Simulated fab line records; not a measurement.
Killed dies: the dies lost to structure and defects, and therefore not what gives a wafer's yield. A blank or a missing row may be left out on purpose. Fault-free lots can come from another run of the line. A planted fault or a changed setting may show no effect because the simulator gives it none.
fab line records | flow n5Finfet
record: lots: 7 wafers: 39
route steps=1938 shown BEOL_M9@1419 BEOL_M11@1592 BEOL_M13@1694 PAD_METAL@1896 PASSIVATION@1897
startH: hours from the record's opening day to when the first of the lot's shown wafers began | waitH: time in hours since the lot's previous step | " same as the row above | L1.1+2: several wafers, shown together as one row | - value missing, or start not given | * or withheld: withheld | < > ~ a bound
route shown NAME@n: NAME is a module with steps in the file, n the number in the route of the first one | usual: mean and standard deviation over wafers with no fault | same: alike in all rows | chamber/n: place in a boat | sites: each site's reading | _std_site: the standard deviation of these | _edge_site: the outer-site mean with the inner-site mean subtracted | radiusMm: how far each site lies from the wafer's centre | mask NAME#n: copy n | behind: tool/chamber where the wafer was last shaped | hold: why the lot went on hold/how many hours it stayed there/how the hold came to an end | device: whichever transistor did not switch (one of n, p or np) | end of line: tests run on the same wafers once the route is complete | where a step has no rows: the recipe by itself | killed: not the wafer's yield, but the dies lost to structure and defects at the first sort | map: shows each die of a wafer: x if killed, . if not, _ if none is there
set.NAME: the setting as run; set.NAME@STEP: as run at that earlier step | model.NAME: the simulator's own value behind a step, which no gauge read
one table per step and one row per wafer, for lots whose settings were changed on purpose
== steps ==
step: N5_BEOL_M9_ETCH_62
recipe: chemistry: N2/H2 target: SOC targetDepthA: 1100 overetchA: 220 maskMaterial: SiARC tempC: 40 timeS: 165 ionEnergyEv: 200 pressureMtorr: 30 sourceW: 840 biasW: 150 n2FlowSccm: 200 h2FlowSccm: 200
columns lot.wafer tool chamber startH waitH set.timeS model.SiARC_of_BEOL_M9_COAT_60.thkNm model.BEOL_M9.cdOffsetNm
L076.1 rieDiel-01 0 210.44 0.0 225.2 21.2 1.2
L076.2 " 3 " " 225.2 20.8 1.4
L076.3 " 1 " " 165 23.4 -0.2
L076.4+6 " 2 " " 165 23 -0.2
L076.5 " 1 " " 225.2 21 1
L083.1 rieDiel-01 1 259.43 0.0 165 23.6 1.2
L083.2 " 3 " " 165 23.4 1.2
L083.6 " 2 " " 165 23.2 1.2
L086.1+4 rieDiel-01 3,1 290.60 0.0 98.79 26.2 -1.6
L086.2 " 0 " " 165 23.8 0.4
L086.3 " 2 " " 165 23.4 -0.4
L086.5 " 3 " " 165 23.6 0.2
L086.6 " 2 " " 98.79 26 -1.4
L087.1 rieDiel-03 1 297.24 0.0 258.3 19.8 1.6
L087.2+3 " 0,3 " " 165 23.6 -0.4
L087.4 " 2 " " 258.3 20.6 2
L087.5 " 1 " " 165 23.6 -0.2
L087.6 " 0 " " 258.3 20 1.2
L090.1 rieDiel-03 3 304.78 0.0 165 23.4 -1.6
L090.2 " 2 " " 165 24 -0.8
L090.3+6 " 1,3 " " 165 23.6 -0.6
L090.4 " 0 " " 165 23.6 -0.4
L090.5 " 0 " " 165 23.6 0
L089.1 rieDiel-03 3 315.38 0.0 165 23.6 0.2
L089.2 " 2 " " 165 23.8 0.6
L089.3 " 0 " " 165 23.8 0.2
L089.4 " 1 " " 165 23.4 -0.4
L089.5 " 2 " " 165 24 0
L089.6 " 3 " " 165 23.6 -0.2
L096.1 rieDiel-01 0 350.75 0.0 165 23.6 -0.4
L096.2 " 1 " " 165 23.6 -1.6
L096.3 " 3 " " 165 23.2 -1
L096.4 " 2 " " 226 20.6 0.6
L096.5 " 1 " " 226 21.2 0.8
L096.6 " 0 " " 226 21.2 0.6
step: N5_BEOL_M9_STRIP_68
recipe: chemistry: N2/H2 tempC: 40 n2FlowSccm: 200 h2FlowSccm: 200 rfFrequencyHz: 6e+07
step: N5_BEOL_M9_STRIP_67
recipe: chemistry: CF4 resist: SiARC powerW: 300 biasPowerW: 75 pressureMtorr: 50 cf4FlowSccm: 150 rfFrequencyHz: 6e+07
step: N5_BEOL_M9_HM_OPEN_17
recipe: chemistry: Cl2/BCl3 targetDepthA: 200 overetchA: 60 target: TiN maskMaterial: SOC ionEnergyEv: 150 pressureMtorr: 10 icpW: 1000 biasW: 126 Cl2_flow_sccm: 53.25 bcl3FlowSccm: 21.75 Ar_flow_sccm: 25
columns lot.wafer tool chamber startH waitH set.timeS@BEOL_M9_ETCH_62 model.etch.depthNm model.BEOL_M9.cdOffsetNm
L076.1 rieMetal-03 1 210.63 0.0 225.2 14.28 1.2
L076.2 " 0 " " 225.2 13.9 1.6
L076.3 " 0 " " 165 20.17 0
L076.4 " 1 " " 165 20.41 -0.2
L076.5 " 0 " " 225.2 14.26 1.2
L076.6 " 1 " " 165 19.96 0
L083.1 rieMetal-01 0 259.62 0.0 165 19.45 1
L083.2 " 1 " " 165 19.57 1.2
L083.6 " 1 " " 165 19.44 1.2
L086.1 rieMetal-03 0 292.27 1.5 98.79 20.34 -1.4
L086.2 " 1 " " 165 20.05 0.4
L086.3 " 1 " " 165 20.05 -0.4
L086.4 " 0 " " 98.79 20.32 -1.6
L086.5 " 0 " " 165 20.02 0.4
L086.6 " 1 " " 98.79 20.08 -1.2
L087.1 rieMetal-02 0 297.43 0.0 258.3 11.19 1.6
L087.2 " 1 " " 165 20.27 -0.4
L087.3 " 1 " " 165 20 -0.4
L087.4 " 0 " " 258.3 11.35 2
L087.5 " 0 " " 165 19.93 -0.2
L087.6 " 1 " " 258.3 11.3 1.2
L090.1 rieMetal-01 1 304.97 0.0 165 20.1 -1.6
L090.2 " 0 " " 165 20.11 -0.6
L090.3 " 1 " " 165 20 -0.6
L090.4 " 0 " " 165 19.7 -0.4
L090.5 " 0 " " 165 20.28 0
L090.6 " 1 " " 165 19.97 -0.8
L089.1 rieMetal-03 1 315.57 0.0 165 19.93 0.4
L089.2 " 0 " " 165 19.58 0.8
L089.3 " 0 " " 165 19.82 0.4
L089.4 " 1 " " 165 19.71 -0.4
L089.5 " 0 " " 165 20.14 0.2
L089.6 " 1 " " 165 19.79 -0.2
L096.1 rieMetal-01 1 350.94 0.0 165 20.08 -0.2
L096.2 " 0 " " 165 20.08 -1.6
L096.3 " 0 " " 165 20.33 -1
L096.4 " 1 " " 226 13.88 0.6
L096.5 " 1 " " 226 14.26 0.8
L096.6 " 0 " " 226 14.06 0.6
step: N5_BEOL_M9_STRIP_19
recipe: chemistry: O2 powerW: 400 tempC: 40 pressureMtorr: 30 rfFrequencyHz: 6e+07 biasPowerW: 0 overashFraction: 0.2 o2FlowSccm: 225
step: N5_BEOL_M9_CD_MEAS_18
recipe: pitchNm: 140 targetCdNm: 70
usual: cdNm: 70.1/0.77
columns lot.wafer tool chamber startH waitH set.timeS@BEOL_M9_ETCH_62 cdNm
L076.1 cdSem-03 - 210.81 0.0 225.2 71.3
L076.2 " - " " 225.2 71.7
L076.3 " - " " 165 70.2
L076.4 " - " " 165 69.7
L076.5 " - " " 225.2 71.6
L076.6 " - " " 165 69.9
L083.1 cdSem-01 - 259.89 0.0 165 70.9
L083.2 " - " " 165 71.4
L083.6 " - " " 165 71.5
L086.1 cdSem-03 - 292.51 0.0 98.79 -
L086.2 " - " " 165 70.3
L086.3 " - " " 165 69.7
L086.4 " - " " 98.79 -
L086.5 " - " " 165 70.2
L086.6 " - " " 98.79 -
L087.1 cdSem-02 - 297.61 0.0 258.3 72.0
L087.2 " - " " 165 69.4
L087.3 " - " " 165 69.5
L087.4 " - " " 258.3 72.3
L087.5 " - " " 165 69.7
L087.6 " - " " 258.3 71.8
L090.1 cdSem-02 - 305.15 0.0 165 68.2
L090.2 " - " " 165 69.5
L090.3 " - " " 165 69.6
L090.4 " - " " 165 69.5
L090.5 " - " " 165 69.8
L090.6 " - " " 165 69.1
L089.1 cdSem-03 - 315.93 0.0 165 70.7
L089.2 " - " " 165 71.1
L089.3 " - " " 165 70.4
L089.4 " - " " 165 69.6
L089.5 " - " " 165 70.1
L089.6 " - " " 165 70.0
L096.1 cdSem-01 - 351.13 0.0 165 70.0
L096.2 " - " " 165 68.4
L096.3 " - " " 165 69.0
L096.4 " - " " 226 70.7
L096.5 " - " " 226 71.0
L096.6 " - " " 226 70.8
step: N5_BEOL_M11_CVD_75
recipe: material: Co targetThkA: 20 tempC: withheld precursor: CCTBA/H2 pressureTorr: 30 timeS: 138.9
columns lot.wafer tool chamber startH waitH set.targetThkA model.Co_of_BEOL_M11_CVD_75.thkNm
L076.1 cvdCo-01 2 232.25 0.1 20 1.6
L076.2+5 " 0 " " 23.59 2
L076.3+4 " 1 " " 20 1.8
L076.6 " 2 " " 23.59 2.2
L083.1+2+6 cvdCo-01 0,1,2 286.97 0.0 20 2
L086.1+6 cvdCo-01 0 314.39 0.1 26.47 2.6
L086.2 " 1 " " 20 2.2
L086.3+4 " 2,1 " " 20 2
L086.5 " 2 " " 26.47 2.8
L087.1+4+5 cvdCo-02 1,2,1 316.86 0.3 8.898 1
L087.2+6 " 2,0 " " 20 2
L087.3 " 0 " " 20 2.2
L090.1+4+5 cvdCo-01 1,2,1 322.01 0.1 20 2
L090.2+3+6 " 0,2,0 " " 9.03 0.8
L089.1+6 cvdCo-02 2,0 334.74 0.1 31.85 3.2
L089.2+5 " 1 " " 20 2
L089.3 " 0 " " 20 2.2
L089.4 " 2 " " 31.85 3.4
L096.1+3+6 cvdCo-01 2,0,2 375.32 0.1 30.2 3
L096.2+4+5 " 1,0,1 " " 20 2
step: N5_BEOL_M13_ETCH_68
recipe: chemistry: N2/H2 target: SOC maskMaterial: SiARC sourceW: 3000 biasW: 350 tempC: 40 timeS: 355 ionEnergyEv: 200 pressureMtorr: 30 n2FlowSccm: 200 h2FlowSccm: 200
columns lot.wafer tool chamber startH waitH set.timeS model.SiARC_of_BEOL_M13_COAT_66.thkNm
L076.1+6 rieDiel-03 2 242.78 0.1 355 78.2
L076.2 " 3 " " 506.9 64
L076.3 " 0 " " 506.9 62.6
L076.4 " 3 " " 506.9 63.8
L076.5 " 0 " " 355 76.4
L083.1 rieDiel-01 3 296.26 0.1 355 76.4
L083.2+6 " 1,3 " " 355 76.8
L086.1 rieDiel-03 0 322.76 0.1 355 76.8
L086.2 " 1 " " 165.6 95
L086.3+6 " 3,1 " " 165.6 95.2
L086.4 " 2 " " 355 78.2
L086.5 " 0 " " 355 77
L087.1+3 rieDiel-03 1,3 325.80 0.1 355 77
L087.2 " 2 " " 257.5 86.4
L087.4 " 0 " " 257.5 85.6
L087.5 " 2 " " 355 78
L087.6 " 3 " " 257.5 86.2
L090.1 rieDiel-06 0 331.03 0.1 282.8 83.8
L090.2 " 3 " " 282.8 84
L090.3 " 1 " " 355 77.8
L090.4 " 2 " " 282.8 83.4
L090.5 " 3 " " 355 77.4
L090.6 " 0 " " 355 77.6
L089.1 rieDiel-01 0 343.09 0.1 355 77
L089.2 " 2 " " 355 77.2
L089.3 " 1 " " 280.4 84.2
L089.4 " 3 " " 280.4 85.2
L089.5 " 1 " " 355 77.6
L089.6 " 2 " " 280.4 84.4
L096.1+6 rieDiel-03 0 384.24 0.1 355 76.8
L096.2 " 2 " " 355 77.8
L096.3 " 1 " " 355 77.2
L096.4 " 3 " " 355 77
L096.5 " 1 " " 355 77.6
step: N5_PASSIVATION_AL_DEP_21
recipe: material: Al targetThkA: 28000 tempC: 400 timeS: 170 powerW: 30000 chamberPressurePa: 0.4 gas: Ar
columns lot.wafer tool chamber startH waitH set.timeS model.Al_of_PASSIVATION_AL_DEP_21.thkNm
L076.1 pvdSputter-02 - 264.62 0.1 170 2815
L076.2 " - " " 170 2799
L076.3 " - " " 170 2816
L076.4 " - " " 170 2776
L076.5 " - " " 170 2784
L076.6 " - " " 170 2803
L083.1 pvdSputter-02 - 319.88 0.1 170 2808
L083.2 " - " " 170 2819
L083.6 " - " " 170 2820
L086.1 pvdSputter-01 - 344.50 0.1 118.3 1924
L086.2 " - " " 170 2739
L086.3 " - " " 118.3 1891
L086.4 " - " " 118.3 1943
L086.5 " - " " 170 2735
L086.6 " - " " 170 2771
L087.1 pvdSputter-02 - 349.61 0.1 170 2754
L087.2 " - " " 170 2788
L087.3 " - " " 170 2803
L087.4 " - " " 126 2019
L087.5 " - " " 126 2066
L087.6 " - " " 126 2068
L090.1 pvdSputter-01 - 352.84 0.1 111.5 1838
L090.2 " - " " 111.5 1864
L090.3 " - " " 111.5 1853
L090.4 " - " " 170 2831
L090.5 " - " " 170 2804
L090.6 " - " " 170 2842
L089.1 pvdSputter-02 - 363.10 0.1 170 2768
L089.2 " - " " 170 2830
L089.3 " - " " 170 2759
L089.4 " - " " 170 2812
L089.5 " - " " 170 2747
L089.6 " - " " 170 2796
L096.1 pvdSputter-03 - 415.76 0.1 170 2834
L096.2 " - " " 170 2821
L096.3 " - " " 170 2795
L096.4+5 " - " " 170 2793
L096.6 " - " " 170 2827
step: N5_PASSIVATION_HMDS_23
recipe: timeS: 60 tempC: 120
step: N5_PASSIVATION_COAT_24
recipe: spinRpm: 3000 resistThkNm: withheld
step: N5_PASSIVATION_DESCUM_32
recipe: chemistry: O2 timeS: 7.9 sourcePowerW: 50 biasPowerW: 20 pressureMtorr: 20 rfFrequencyHz: 2.712e+07 tempC: 40 o2FlowSccm: 225
step: N5_PASSIVATION_AL_ETCH_33
recipe: chemistry: Cl2/BCl3 targetDepthA: 28000 overEtchFrac: 0.15 Cl2_flow_sccm: 180 bcl3FlowSccm: 60 target: Al stopOn: TaN timeS: 466.7 ionEnergyEv: 100 pressureMtorr: 10 icpW: 900 biasW: 100
usual: oesProductAu: 0.69/0.041
columns lot.wafer tool chamber startH waitH set.timeS@PASSIVATION_AL_DEP_21 oesProductAu
L076.1 rieMetal-02 0 265.34 0.1 170 0.67
L076.2 " 1 " " 170 0.77
L076.3 " 0 " " 170 0.68
L076.4 " 1 " " 170 0.76
L076.5 " 1 " " 170 0.77
L076.6 " 0 " " 170 0.67
L083.1 rieMetal-01 0 320.53 0.1 170 0.70
L083.2 " 1 " " 170 0.65
L083.6 " 0 " " 170 0.71
L086.1 rieMetal-01 0 345.50 0.1 118.3 0.54
L086.2 " 1 " " 170 0.63
L086.3 " 1 " " 118.3 0.49
L086.4 " 0 " " 118.3 0.54
L086.5 " 1 " " 170 0.63
L086.6 " 0 " " 170 0.69
L087.1 rieMetal-03 1 350.26 0.1 170 0.69
L087.2 " 0 " " 170 0.76
L087.3 " 0 " " 170 0.76
L087.4 " 1 " " 126 0.56
L087.5 " 1 " " 126 0.58
L087.6 " 0 " " 126 0.63
L090.1 rieMetal-01 1 353.61 0.1 111.5 0.48
L090.2 " 0 " " 111.5 0.53
L090.3 " 1 " " 111.5 0.49
L090.4 " 0 " " 170 0.70
L090.5 " 1 " " 170 0.65
L090.6 " 0 " " 170 0.70
L089.1 rieMetal-02 1 363.83 0.1 170 0.73
L089.2 " 0 " " 170 0.66
L089.3 " 1 " " 170 0.73
L089.4 " 0 " " 170 0.66
L089.5 " 0 " " 170 0.65
L089.6 " 1 " " 170 0.74
L096.1 rieMetal-02 1 416.40 0.1 170 0.73
L096.2 " 1 " " 170 0.73
L096.3 " 1 " " 170 0.72
L096.4 " 1 " " 170 0.71
L096.5 " 1 " " 170 0.72
L096.6 " 1 " " 170 0.72
== key ==
split: step: N5_BEOL_M9_ETCH_62 setting: timeS stated: 165 by: wafer
response: step: N5_BEOL_M9_ETCH_62 reading: model.SiARC_of_BEOL_M9_COAT_60.thkNm change: -0.0622 per: 1% r: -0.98
response: step: N5_BEOL_M9_ETCH_62 reading: model.BEOL_M9.cdOffsetNm change: +0.0381 per: 1% r: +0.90
response: step: N5_BEOL_M9_HM_OPEN_17 reading: model.etch.depthNm shape: bent atLowest: 20.25 atStated: 19.96 atHighest: 11.28
response: step: N5_BEOL_M9_HM_OPEN_17 reading: model.BEOL_M9.cdOffsetNm change: +0.0374 per: 1% r: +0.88
response: step: N5_BEOL_M9_CD_MEAS_18 reading: cdNm change: +0.0446 per: 1% r: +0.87
split: step: N5_BEOL_M11_CVD_75 setting: targetThkA stated: 20 by: wafer
response: step: N5_BEOL_M11_CVD_75 reading: model.Co_of_BEOL_M11_CVD_75.thkNm change: +0.0201 per: 1% r: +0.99
split: step: N5_BEOL_M13_ETCH_68 setting: timeS stated: 355 by: wafer
response: step: N5_BEOL_M13_ETCH_68 reading: model.SiARC_of_BEOL_M13_COAT_66.thkNm change: -0.33 per: 1% r: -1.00
split: step: N5_PASSIVATION_AL_DEP_21 setting: timeS stated: 170 by: wafer
response: step: N5_PASSIVATION_AL_DEP_21 reading: model.Al_of_PASSIVATION_AL_DEP_21.thkNm change: +27.9 per: 1% r: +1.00
response: step: N5_PASSIVATION_AL_ETCH_33 reading: oesProductAu change: +0.00491 per: 1% r: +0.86
